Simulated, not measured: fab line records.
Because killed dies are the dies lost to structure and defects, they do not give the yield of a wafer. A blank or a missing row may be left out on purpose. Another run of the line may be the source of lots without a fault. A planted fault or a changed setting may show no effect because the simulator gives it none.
Chamber matching	flow n5Finfet	rieDiel-02 running N5_BEOL_M14_STRIP_37: 4 sister chambers
The step strips in O2. 8 wafers are shown with their chamber, then 10 later ones without.

WAFERS, EACH WITH ITS CHAMBER
wafer	chamber	drypumpMotorCurrentA (A)	showerheadPlenumPTorr (Torr)
L086.6	1	4.9	2.21
L088.3	0	4.9	2.08
L088.4	1	5.0	2.21
L088.5	2	6.3	2.18
L091.5	2	6.3	2.17
L091.6	3	5.2	2.10
L094.2	3	5.2	2.10
L094.3	0	4.9	2.07

WAFERS WITH NO CHAMBER GIVEN
wafer	drypumpMotorCurrentA (A)	showerheadPlenumPTorr (Torr)
L094.5	4.9	2.07
L093.2	5.0	2.20
L093.4	5.2	2.10
L093.6	5.2	2.10
L092.1	5.0	2.20
L092.3	4.9	2.07
L092.4	5.2	2.09
L097.2	5.0	2.20
L097.5	5.0	2.20
L097.6	6.3	2.17

THE CHAMBER EACH PASSED THROUGH
wafer	from the rows above	in truth
L094.5	0	0
L093.2	1	1
L093.4	3	3
L093.6	3	3
L092.1	1	1
L092.3	0	0
L092.4	3	3
L097.2	1	1
L097.5	1	1
L097.6	2	2
Placed correctly: 10 of 10. From these rows, 0 cannot be placed. 0 placed wrongly.
How it was worked out, from the rows above alone: a wafer's distance from a chamber is the root of the sum, over the readings, of the square of ((its reading less the chamber's mean) divided by the reading's scatter). The wafer belongs to the nearest chamber; if the next one is less than 2 further off, it can't be placed. For every chamber, the mean is computed from those of its wafers that are shown. How the scatter is found: for the shown wafers, subtract from each reading the mean of its chamber, square and add these, divide the total by (wafers less chambers), then take the root.
